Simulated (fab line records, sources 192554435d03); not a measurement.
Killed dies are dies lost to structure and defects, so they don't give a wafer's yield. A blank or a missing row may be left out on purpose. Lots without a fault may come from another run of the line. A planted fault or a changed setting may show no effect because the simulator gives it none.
fab line records | flow n5_finfet
record lots=6 wafers=18 last_day=17
route steps=1938 shown DUMMY_GATE@250 SPACER0@258 SD_EPI_N@262 BEOL_M4@1111 PASSIVATION@1936
lots that met no fault: from a run of the same line without faults
start_h: hours from the record's first day to the start of the lot's first wafer shown | wait_h: hours since the lot's step before | " the same as in the row above | L1.1+2: a row that stands for several wafers | - no value, or no start given | * or withheld: withheld | < > ~ a bound
route shown NAME@n: a module of which the file shows steps, and the number in the route of the first | usual: mean/standard deviation of fault-free wafers | same: alike in all rows | chamber/n: place in a boat | sites: the reading at each site | _std_site: their standard deviation | _edge_site: outer sites' mean less inner sites' | radius_mm: how far each site lies from the wafer's centre | mask NAME#n: copy n | behind: the tool/chamber that last shaped the wafer | hold: why the lot was held/for how many hours/how that ended | device: the transistor (n, p or np) that didn't switch | end of line: the same wafers' tests at the end of the route | a step without rows: its recipe alone | killed: dies lost to structure and defects at the first sort, not the wafer's yield | map: a wafer's dies, x killed, . not, _ none there
set.NAME: the setting as run; set.NAME@STEP: as run at that earlier step | model.NAME: the simulator's own value behind a step, which no gauge read
lots at some steps of the route; a table a step, a row a wafer
services: from which hour (start_h, from the record's first day; less than 0 if before it) a tool's chamber was out of use, for how many hours, and why
## steps
# step N5_DUMMY_GATE_ETCH_42
# recipe chemistry=CHF3/O2 target=SiO2 target_depth_a=35 time_s=31 ion_energy_ev=30 bias_w=12 pressure_mtorr=30 source_w=600 Ar_flow_sccm=200 CHF3_flow_sccm=50 O2_flow_sccm=5
# usual drypump_motor_current_A=5.8/0.55 mfc_ar_sccm=200.0/0.58 oes_product_au=0.81/0.095 rf_fwd_power_W=594.2/2.4 rf_vpp_V=42.6/0.89 showerhead_plenum_p_Torr=2.48/0.069 throttle_valve_pct=18.69/0.25
# columns lot.wafer tool chamber start_h wait_h drypump_motor_current_A mfc_ar_sccm oes_product_au rf_fwd_power_W rf_hours_counter_h rf_vpp_V showerhead_plenum_p_Torr throttle_valve_pct
L372.1 rie_diel-06 0 70.53 0.0 5.0 198.6 0.95 590.2 12 45.0 2.56 18.51
L372.3 " 3 " " 6.2 199.9 0.69 592.5 241 42.5 2.46 18.51
L372.6 " 3 " " 6.2 200.3 0.69 591.3 - 43.0 2.46 18.52
L373.1 rie_diel-03 1 76.75 0.0 5.9 200.3 0.77 595.0 153 42.2 2.51 18.83
L373.4 " 0 " " 5.3 200.4 0.77 595.7 - 43.0 2.51 18.42
L373.6 " 1 " " 5.9 200.2 0.78 596.5 - 42.3 2.51 18.84
L375.2 rie_diel-03 1 89.06 0.1 5.9 200.8 0.77 592.9 156 42.8 2.51 18.84
L375.4 " 0 " " 5.2 199.9 0.75 592.9 144 43.1 2.51 18.42
L375.5 " 3 " " 5.8 200.8 0.97 593.7 - 43.2 2.46 18.58
L376.1 rie_diel-01 2 97.96 0.0 5.4 200.2 0.70 596.7 208 43.1 2.49 18.91
L376.4 " 0 " " 6.7 199.0 0.78 595.6 143 41.5 2.51 18.70
L376.6 " 2 " " 5.4 199.9 0.71 597.7 - 43.7 2.48 18.91
L386.1 rie_diel-06 0 154.83 0.1 5.0 200.0 0.88 591.9 41 42.6 2.55 18.55
L386.3 " 1 " " 5.9 199.8 0.96 591.2 7 41.6 2.47 18.50
L386.6 " 3 " " 6.1 200.6 0.95 596.2 - 41.4 2.46 18.13
L389.1 rie_diel-06 1 173.02 0.0 5.9 199.8 0.95 590.0 12 43.3 2.47 18.52
L389.3 " 2 " " 6.4 199.6 0.71 595.3 200 41.8 2.30 19.34
L389.5 " 3 " " 6.2 199.9 0.92 592.8 - 42.3 2.45 18.13
# step N5_DUMMY_GATE_STRIP_48
# recipe chemistry=N2/H2 time_s=20 power_w=100 temp_c=40 pressure_mtorr=100 rf_frequency_hz=6e+07 bias_power_w=3 n2_flow_sccm=300 h2_flow_sccm=300
# usual drypump_motor_current_A=5.8/0.55 h2_flow_sccm=299.9/0.9 oes_product_au=0.80/0.096 rf_vpp_V=45.5/0.8 showerhead_plenum_p_Torr=3.47/0.098 throttle_valve_pct=12.11/0.28
# columns lot.wafer tool chamber start_h wait_h drypump_motor_current_A h2_flow_sccm oes_product_au rf_hours_counter_h rf_vpp_V showerhead_plenum_p_Torr throttle_valve_pct
L372.1 rie_diel-06 0 70.58 0.0 5.0 300.7 0.93 12 46.2 3.58 11.73
L372.3 " 3 " " 6.2 299.2 0.68 241 45.6 3.46 12.15
L372.6 " 3 " " 6.2 299.7 0.68 - 45.6 3.46 12.12
L373.1 rie_diel-03 1 76.80 0.0 5.9 300.3 0.77 153 44.7 3.51 12.26
L373.4 " 0 " " 5.3 299.0 0.76 - 45.9 3.51 11.92
L373.6 " 1 " " 5.9 300.2 0.77 - 47.3 3.51 12.26
L375.2 rie_diel-03 1 89.11 0.0 6.0 298.6 0.76 156 46.3 3.51 12.27
L375.4 " 0 " " 5.3 298.7 0.75 144 44.1 3.51 11.97
L375.5 " 3 " " 5.7 300.2 0.97 - 45.2 3.47 11.96
L376.1 rie_diel-01 2 98.01 0.0 5.4 301.1 0.69 208 45.5 3.48 12.39
L376.4 " 0 " " 6.7 299.5 0.77 143 44.7 3.51 12.10
L376.6 " 2 " " 5.4 301.3 0.69 - 46.5 3.48 12.40
L386.1 rie_diel-06 0 154.87 0.0 5.0 300.5 0.88 41 45.9 3.56 11.81
L386.3 " 1 " " 5.9 299.7 0.96 7 44.9 3.44 11.81
L386.6 " 3 " " 6.1 298.6 0.94 - 44.4 3.45 11.55
L389.1 rie_diel-06 1 173.06 0.0 5.9 298.1 0.94 12 44.8 3.44 11.82
L389.3 " 2 " " 6.4 300.7 0.72 200 43.8 3.21 12.73
L389.5 " 3 " " 6.2 299.3 0.92 - 44.6 3.45 11.57
# step N5_DUMMY_GATE_PRECLEAN_33
# recipe chemistry=dHF time_s=10 dilution=750:1 temp_c=25
# step N5_DUMMY_GATE_PRECLEAN_25
# recipe chemistry=O3/DIW time_s=45 temp_c=22 o3_ppm=10
# step N5_DUMMY_GATE_PRECLEAN_51
# recipe chemistry=SC2 time_s=45 temp_c=35 mix=1:1:50
# step N5_DUMMY_GATE_SRD_26
# recipe dry=ipa_marangoni time_s=30 temp_c=23 rinse_liquid=diw
# step N5_DUMMY_GATE_UV_OZONE_45
# recipe time_s=120 pressure_torr=760 temp_c=25
# step N5_DUMMY_GATE_INSPECT_27
# recipe inspect_instrument=brightfield mode=aei
# usual raw_defect_count=314/91
# columns lot.wafer tool chamber start_h wait_h raw_defect_count
L372.1 defect_inspect-02 - 70.78 0.0 410
L372.3 " - " " 445
L372.6 " - " " 507
L373.1 defect_inspect-01 - 76.98 0.0 214
L373.4 " - " " 294
L373.6 " - " " 382
L375.2 defect_inspect-02 - 89.30 0.0 320
L375.4 " - " " 298
L375.5 " - " " 267
L376.1 defect_inspect-01 - 98.19 0.0 231
L376.4 " - " " 409
L376.6 " - " " 388
L386.1 defect_inspect-02 - 155.06 0.0 411
L386.3 " - " " 187
L386.6 " - " " 273
L389.1 defect_inspect-02 - 173.25 0.0 258
L389.3 " - " " 276
L389.5 " - " " 305
# step N5_SPACER0_ALD_07
# recipe material=SiNx target_thk_a=20 temp_c=400 ald_precursor_family=SiH2I2 ald_co_reactant=N2/H2-plasma pressure_torr=2
# usual heater_power_outer_w=531/58 heater_power_w=883/95
# columns lot.wafer tool chamber start_h wait_h heater_power_outer_w heater_power_w
L372.1 ald_sin-01 0 71.31 0.5 676 1085
L372.3 " 2 " " 529 900
L372.6 " 2 " " 528 891
L373.1 ald_sin-03 2 78.04 1.1 482 754
L373.4 " 1 " " 547 927
L373.6 " 1 " " 552 893
L375.2 ald_sin-03 1 89.88 0.6 554 913
L375.4 " 0 " " 580 930
L375.5 " 2 " " 491 753
L376.1 ald_sin-02 1 98.72 0.5 524 928
L376.4 " 3 " " 542 904
L376.6 " 3 " " 526 899
L386.1 ald_sin-01 3 155.10 0.0 406 677
L386.3 " 0 " " 654 1085
L386.6 " 1 " " 510 849
L389.1 ald_sin-01 2 173.29 0.0 526 896
L389.3 " 1 " " 508 875
L389.5 " 0 " " 679 1101
# step N5_SPACER0_ALD_00
# recipe material=SiOCN target_thk_a=35 temp_c=400 ald_precursor_family=alkyl-aminosilane ald_co_reactant=O2/N2-plasma pulse_time_s=3 purge_time_s=2 co_reactant_purge_time_s=2 ald_cycles=58 pressure_torr=2
# usual heater_power_outer_w=533/59 heater_power_w=880/94 precursor_pulse_height_rel=1.000/0.018
# columns lot.wafer tool chamber start_h wait_h heater_power_outer_w heater_power_w precursor_pulse_height_rel
L372.1 ald_sin-01 0 71.47 0.1 661 1069 1.015
L372.3 " 2 " " 530 892 1.018
L372.6 " 2 " " 533 916 0.990
L373.1 ald_sin-03 1 78.19 0.1 565 921 0.991
L373.4 " 0 " " 585 917 0.954
L373.6 " 2 " " 480 731 0.997
L375.2 ald_sin-03 1 90.03 0.1 562 933 1.015
L375.4 " 0 " " 581 911 0.960
L375.5 " 2 " " 490 756 1.001
L376.1 ald_sin-02 1 98.87 0.1 519 888 1.033
L376.4 " 3 " " 540 900 0.971
L376.6 " 3 " " 535 908 0.997
L386.1 ald_sin-01 3 155.25 0.1 399 684 0.963
L386.3 " 0 " " 653 1067 1.006
L386.6 " 1 " " 527 863 0.987
L389.1 ald_sin-01 2 173.44 0.1 509 887 1.004
L389.3 " 1 " " 518 837 0.988
L389.5 " 0 " " 659 1078 0.980
# step N5_SPACER0_ALD_08
# recipe material=SiNx target_thk_a=20 temp_c=400 ald_precursor_family=SiH2I2 ald_co_reactant=N2/H2-plasma pressure_torr=2
# usual heater_power_outer_w=531/59 heater_power_w=881/96
# columns lot.wafer tool chamber start_h wait_h heater_power_outer_w heater_power_w
L372.1 ald_sin-01 0 71.72 0.1 672 1106
L372.3 " 2 " " 539 905
L372.6 " 2 " " 523 907
L373.1 ald_sin-03 2 78.45 0.1 491 784
L373.4 " 2 " " 480 755
L373.6 " 1 " " 550 917
L375.2 ald_sin-03 1 90.29 0.1 560 919
L375.4 " 0 " " 583 902
L375.5 " 2 " " 485 776
L376.1 ald_sin-02 1 99.13 0.1 519 911
L376.4 " 3 " " 535 907
L376.6 " 3 " " 541 892
L386.1 ald_sin-01 3 155.51 0.1 395 664
L386.3 " 0 " " 651 1103
L386.6 " 1 " " 527 871
L389.1 ald_sin-01 2 173.70 0.1 535 868
L389.3 " 1 " " 525 882
L389.5 " 0 " " 658 1072
# step N5_SPACER0_INSPECT_04
# recipe inspect_instrument=darkfield mode=post_dep
# usual raw_defect_count=148/39
# columns lot.wafer tool chamber start_h wait_h raw_defect_count
L372.1 defect_inspect-01 - 71.88 0.1 236
L372.3 " - " " 225
L372.6 " - " " 239
L373.1 defect_inspect-01 - 78.60 0.1 89
L373.4 " - " " 136
L373.6 " - " " 146
L375.2 defect_inspect-02 - 90.44 0.1 144
L375.4 " - " " 129
L375.5 " - " " 109
L376.1 defect_inspect-01 - 99.28 0.1 110
L376.4 " - " " 201
L376.6 " - " " 173
L386.1 defect_inspect-01 - 155.66 0.1 206
L386.3 " - " " 123
L386.6 " - " " 149
L389.1 defect_inspect-02 - 173.86 0.1 108
L389.3 " - " " 135
L389.5 " - " " 141
# step N5_SD_EPI_N_COAT_32
# recipe resist=SOC temp_c=250 time_s=60 spin_rpm=1500 resist_thk_nm=350
# usual heater_power_total_W=500.6/1.7 resist_line_temp_C=23.01/0.12 spin_speed_rpm=1500.0/0.85
# columns lot.wafer tool chamber start_h wait_h heater_power_total_W resist_line_temp_C spin_speed_rpm model.SOC_of_SD_EPI_N_COAT_32.thk_nm
L372.1 litho_track-03 0 71.91 0.0 501.3 22.98 1500.7 351.4
L372.3 " 0 " " 500.4 23.01 1500.0 351.2
L372.6 " 0 " " 502.6 23.05 1501.0 350.4
L373.1 litho_track-04 0 78.63 0.0 501.6 23.14 1499.4 350.2
L373.4 " 0 " " 502.7 23.31 1500.9 350.4
L373.6 " 0 " " 500.3 23.35 1499.4 349.6
L375.2 litho_track-03 0 90.48 0.0 501.6 22.99 1662.5 332.2
L375.4 " 0 " " 501.7 22.95 1662.4 332.2
L375.5 " 0 " " 498.6 23.02 1662.1 332.8
L376.1 litho_track-03 0 99.32 0.0 500.8 22.98 1662.6 332.8
L376.4 " 0 " " 498.1 22.81 1663.0 333.4
L376.6 " 0 " " 499.5 22.99 1661.7 333
L386.1 litho_track-02 0 155.70 0.0 497.3 22.98 1500.9 351.2
L386.3 " 0 " " 498.4 23.12 1501.5 351.2
L386.6 " 0 " " 499.4 22.98 1500.4 350.6
L389.1 litho_track-03 0 173.89 0.0 501.4 23.03 1501.9 350
L389.3 " 0 " " 501.8 23.27 1499.6 350.6
L389.5 " 0 " " 500.9 23.20 1500.3 350.4
# step N5_SD_EPI_N_COAT_33
# recipe resist=SiARC temp_c=220 time_s=60 spin_rpm=1500 resist_thk_nm=35
# step N5_BEOL_M4_RC_MEAS_101
# usual DIBL_N=36.2/1.5 DIBL_P=36.2/1.7 IOFF_N=0.155/0.021 IOFF_P=0.216/0.026 ION_N=674/11 ION_P=464/6.8 SS_N=71.5/0.56 SS_P=73.3/0.6 VT_N=250.2/2.6 VT_P=-249.3/2.5
# columns lot.wafer tool chamber start_h wait_h DIBL_N[mV/V] DIBL_P[mV/V] IOFF_N[nA/um] IOFF_P[nA/um] ION_N[uA/um] ION_P[uA/um] SS_N[mV/dec] SS_P[mV/dec] VT_N[mV] VT_P[mV]
L372.1 prober-01 0 191.48 0.0 38.2 34.9 0.155 0.214 663 456 71.4 74.2 249.4 -250.2
L372.3 " 0 " " 35.5 31.8 0.117 0.169 654 459 71.1 72.5 253.6 -252.4
L372.6 " 0 " " 38.1 35.2 0.160 0.216 666 451 71.8 74.7 250.1 -249.4
L373.1 prober-02 0 195.25 0.0 34.8 35.7 0.144 0.187 676 461 71.9 72.8 251.3 -251.5
L373.4 " 0 " " 35.9 36.5 0.157 0.204 679 463 71.8 73.7 250.5 -251.2
L373.6 " 0 " " 34.7 35.5 0.136 0.185 680 463 71.3 72.9 252.7 -252.3
L375.2 prober-02 0 202.76 0.2 38.4 39.2 0.201 0.289 687 477 72.8 74.4 246.9 -244.3
L375.4 " 0 " " 35.9 36.5 0.153 0.245 679 472 71.7 73.1 251.0 -244.6
L375.5 " 0 " " 37.8 38.0 0.185 0.270 679 469 72.7 73.6 245.9 -244.3
L376.1 prober-02 0 209.87 0.0 35.4 36.4 0.140 0.201 676 464 71.4 73.3 253.5 -254.5
L376.4 " 0 " " 35.7 37.3 0.146 0.216 665 460 72.3 74.0 252.0 -251.0
L376.6 " 0 " " 36.7 38.0 0.153 0.233 672 462 71.4 73.1 252.1 -249.7
L386.1 prober-02 0 275.25 0.0 33.8 33.0 0.116 0.178 662 459 71.2 73.3 255.3 -253.1
L386.3 " 0 " " 35.8 34.8 0.142 0.208 663 455 71.9 73.2 251.3 -249.5
L386.6 " 0 " " 34.0 32.9 0.115 0.176 662 463 71.0 72.5 256.5 -249.8
L389.1 prober-01 0 303.57 0.0 35.8 34.7 0.136 0.208 680 473 71.1 72.9 252.3 -250.1
L389.3 " 0 " " 36.6 35.5 0.141 0.213 673 469 70.9 73.7 251.9 -248.8
L389.5 " 0 " " 37.1 36.0 0.152 0.217 666 467 72.1 73.9 251.5 -248.7
# step N5_PASSIVATION_PROBE_49
# usual defect_limited_yield=91.3/1.3 killed_at_M0_to_M3=32/11 killed_at_M4_up=15/5.6 killed_at_contacts=12/6 killed_at_front_end=40/11 killed_at_other=3.5/2.6 killed_dies=102/15 killed_open=67/12 killed_short=34/7.3 sort_bin_5_function=5.1/0.85 sort_bin_6_memory=3.2/0.61 sort_n_pass=1078/15 sort_yield_pct=91.3/1.3
# same gross_dies=1180 killed_at_back_side=0 sort_bin_4_leakage[%]=0 sort_bin_8_speed[%]=0
# columns lot.wafer tool chamber start_h wait_h defect_limited_yield[%] killed_at_M0_to_M3 killed_at_M4_up killed_at_contacts killed_at_front_end killed_at_other killed_dies killed_open killed_short sort_bin_5_function[%] sort_bin_6_memory[%] sort_n_pass sort_yield_pct[%]
L372.1 prober-01 - 295.68 0.0 89.8 38 11 10 57 4 120 87 33 6.3 3.4 1060 89.8
L372.3 prober-01 - 295.78 0.1 90.9 33 16 14 40 4 107 77 30 5.2 3.6 1073 90.9
L372.6 prober-01 - 295.93 0.3 89.2 39 13 21 52 3 128 89 39 6.6 3.7 1052 89.2
L375.2 prober-02 - 299.98 0.1 93.2 13 14 15 29 9 80 49 31 3.9 2.5 1100 93.2
L375.4 prober-02 - 300.08 0.2 93.6 15 16 10 34 0 75 49 26 3.7 2.5 1105 93.6
L375.5 prober-02 - 300.13 0.2 92.2 35 17 4 33 3 92 58 33 4.8 2.5 1088 92.2
L376.1 prober-02 - 308.94 0.0 90.5 27 13 11 58 3 112 84 28 5.9 3.3 1068 90.5
L376.4 prober-02 - 309.09 0.2 89.4 48 28 3 37 9 125 87 38 6.4 4.0 1055 89.4
L376.6 prober-02 - 309.19 0.3 91.4 18 17 13 46 8 102 68 34 5.6 2.7 1078 91.4
L386.1 prober-01 - 371.82 0.0 89.5 57 14 15 37 1 124 91 33 6.4 4.0 1056 89.5
L386.3 prober-01 - 371.92 0.1 91.4 39 18 9 33 3 102 72 30 4.9 3.4 1078 91.4
L386.6 prober-01 - 372.07 0.3 90.8 41 16 3 45 3 108 71 37 5.5 3.3 1072 90.8
L389.1 prober-01 - 406.84 0.0 91.4 34 21 14 31 2 102 58 41 4.7 3.4 1078 91.4
L389.3 prober-01 - 406.94 0.1 88.7 53 20 12 39 9 133 88 44 6.8 4.1 1047 88.7
L389.5 prober-01 - 407.04 0.2 93.1 31 19 5 26 0 81 57 24 4.5 1.9 1099 93.1
# killed by level:class
L372.1 FIN_SAQP:geometric_particle:open=15 FIN_SAQP:geometric_particle:short=10 STI_FIN_REVEAL:geometric_particle:open=10 MOL_CONTACT_COAG:geometric_particle:open=10 DUMMY_GATE:geometric_particle:open=9 BEOL_M1:geometric_particle:open=8 BEOL_M0_SAQP:geometric_particle:short=7 BEOL_M0:geometric_particle:open=6
L372.3 FIN_SAQP:geometric_particle:open=11 MOL_CONTACT_COAG:geometric_particle:open=10 STI_FIN_REVEAL:geometric_particle:open=8 BEOL_M2:geometric_particle:open=7 BEOL_M0_SAQP:geometric_particle:short=6 BEOL_M0_SAQP:geometric_particle:open=6 BEOL_M4:geometric_particle:open=6 GATE_CUT:geometric_particle:open=5
L372.6 FIN_SAQP:geometric_particle:open=17 MOL_CONTACT_COAG:geometric_particle:open=17 BEOL_M2:geometric_particle:open=14 STI_FIN_REVEAL:geometric_particle:open=10 BEOL_M0_SAQP:geometric_particle:short=7 BEOL_M0_SAQP:geometric_particle:open=6 DUMMY_GATE:geometric_particle:open=5 STARTING-WAFER:geometric_particle:open=5
L375.2 MOL_CONTACT_COAG:geometric_particle:open=10 BEOL_M4:geometric_particle:open=7 FIN_SAQP:geometric_particle:short=5 DUMMY_GATE:geometric_particle:open=5 MOL_CONTACT_COAG:geometric_particle:short=5 PASS1_CAP:geometric_particle:open=5 STI_FIN_REVEAL:geometric_particle:open=4 STARTING-WAFER:geometric_particle:short=4
L375.4 MOL_CONTACT_COAG:geometric_particle:open=8 FIN_SAQP:geometric_particle:short=7 FIN_SAQP:geometric_particle:open=6 STI_FIN_REVEAL:geometric_particle:open=6 BEOL_M3:geometric_particle:open=6 BEOL_M4:geometric_particle:open=6 BEOL_M0_SAQP:geometric_particle:open=4 GATE_CUT:geometric_particle:short=3
L375.5 BEOL_M1:geometric_particle:open=10 BEOL_M4:geometric_particle:open=9 FIN_SAQP:geometric_particle:short=6 BEOL_M0_SAQP:geometric_particle:open=6 DUMMY_GATE:geometric_particle:open=5 GATE_CUT:geometric_particle:short=5 BEOL_M0_SAQP:geometric_particle:short=5 BEOL_M1:geometric_particle:short=5
L376.1 STI_FIN_REVEAL:geometric_particle:open=27 MOL_CONTACT_COAG:geometric_particle:open=11 ILD0:geometric_particle:open=7 BEOL_M2:geometric_particle:open=7 STI_FIN_REVEAL:geometric_particle:short=6 BEOL_M1:geometric_particle:open=6 BEOL_M4:geometric_particle:open=5 GATE_CUT:geometric_particle:short=4
L376.4 STI_FIN_REVEAL:geometric_particle:open=16 BEOL_M1:geometric_particle:open=14 BEOL_M4:geometric_particle:open=13 BEOL_M3:geometric_particle:open=6 FIN_SAQP:geometric_particle:short=6 BEOL_M8:geometric_particle:open=6 BEOL_M0_SAQP:geometric_particle:short=6 BEOL_M0_SAQP:geometric_particle:open=6
L376.6 STI_FIN_REVEAL:geometric_particle:open=12 MOL_CONTACT_COAG:geometric_particle:open=7 FIN_SAQP:geometric_particle:open=6 MOL_CONTACT_COAG:geometric_particle:short=6 STARTING-WAFER:geometric_particle:short=6 ILD0:geometric_particle:short=5 GATE_CUT:geometric_particle:short=5 BEOL_M4:geometric_particle:open=5
L386.1 BEOL_M1:geometric_particle:open=21 MOL_CONTACT_COAG:geometric_particle:open=13 BEOL_M3:geometric_particle:open=10 STARTING-WAFER:geometric_particle:open=7 FIN_SAQP:geometric_particle:open=6 DUMMY_GATE:geometric_particle:short=6 BEOL_M1:geometric_particle:short=6 FIN_SAQP:geometric_particle:short=5
L386.3 STI_FIN_REVEAL:geometric_particle:open=13 BEOL_M3:geometric_particle:open=10 BEOL_M1:geometric_particle:open=8 MOL_CONTACT_COAG:geometric_particle:open=7 BEOL_M4:geometric_particle:open=7 BEOL_M0:geometric_particle:open=6 BEOL_M1:geometric_particle:short=5 FIN_SAQP:geometric_particle:short=4
L386.6 BEOL_M3:geometric_particle:open=13 STI_FIN_REVEAL:geometric_particle:open=11 BEOL_M2:geometric_particle:open=7 BEOL_M3:geometric_particle:short=7 ILD0:geometric_particle:short=6 BEOL_M1:geometric_particle:open=6 FIN_SAQP:geometric_particle:short=5 BEOL_M5:geometric_particle:open=5
L389.1 BEOL_M0_SAQP:geometric_particle:open=10 MOL_CONTACT_COAG:geometric_particle:open=10 STI_FIN_REVEAL:geometric_particle:open=7 BEOL_M3:geometric_particle:open=7 BEOL_M4:geometric_particle:open=7 GATE_CUT:geometric_particle:short=6 BEOL_M0_SAQP:geometric_particle:short=5 FIN_SAQP:geometric_particle:short=4
L389.3 BEOL_M1:geometric_particle:open=11 BEOL_M4:geometric_particle:open=11 BEOL_M2:geometric_particle:open=9 MOL_CONTACT_COAG:geometric_particle:open=9 BEOL_M0_SAQP:geometric_particle:open=9 BEOL_M0_SAQP:geometric_particle:short=8 FIN_SAQP:geometric_particle:open=7 FIN_SAQP:geometric_particle:short=6
L389.5 BEOL_M4:geometric_particle:open=13 BEOL_M0_SAQP:geometric_particle:open=6 BEOL_M2:geometric_particle:open=6 FIN_SAQP:geometric_particle:open=5 MOL_CONTACT_COAG:geometric_particle:open=5 FIN_SAQP:geometric_particle:short=4 BEOL_M0_SAQP:geometric_particle:short=4 BEOL_M1:geometric_particle:short=4
## services
# columns tool chamber start_h hours kind
ald_sin-02 2 75.94 10.8 repair
rie_diel-01 3 77.93 7.1 repair
rie_diel-06 1 79.16 7.4 repair
ald_sin-01 - 85.25 14.0 pm
ald_sin-01 0 85.25 14.0 vent_cycle
ald_sin-01 1 85.25 14.0 vent_cycle
ald_sin-01 2 85.25 14.0 vent_cycle
ald_sin-01 3 85.25 14.0 vent_cycle
ald_sin-01 0 99.25 - clean
ald_sin-01 1 99.25 - clean
ald_sin-01 2 99.25 - clean
ald_sin-01 3 99.25 - clean
rie_diel-06 3 100.98 - clean
rie_diel-06 3 100.98 - consumable_replace:focus_ring
rie_diel-06 3 100.98 14.8 scheduled_down
rie_diel-06 3 100.98 14.8 vent_cycle
rie_diel-03 3 110.81 7.3 repair
rie_diel-06 1 115.79 - clean
rie_diel-06 1 115.79 - consumable_replace:focus_ring
rie_diel-06 1 115.79 15.4 scheduled_down
ald_sin-02 0 119.88 8.3 repair
rie_diel-03 0 139.33 1.5 repair
rie_diel-01 2 145.18 8.5 repair
rie_diel-01 3 163.44 4.6 repair
## key
first_sign step=N5_SD_EPI_N_COAT_32 reading=spin_speed_rpm direction=up sigmas=99+ usual=* struck=*
effect none on later readings
model_effect step=N5_SD_EPI_N_COAT_32 value=SOC_of_SD_EPI_N_COAT_32.thk_nm without=350.3 struck=332.7
met_at N5_SD_EPI_N_COAT_32
struck_wafers L375.2,L375.4,L375.5,L376.1,L376.4,L376.6
onset_between 71.91 90.48
fault kind=process_parameter_drift tool=litho_track-03 chamber=- onset_h=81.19 steps=N5_SD_EPI_N_COAT_32 channel=spin_rpm offset=* shape=step end_h=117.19 acts_in=* stated=*
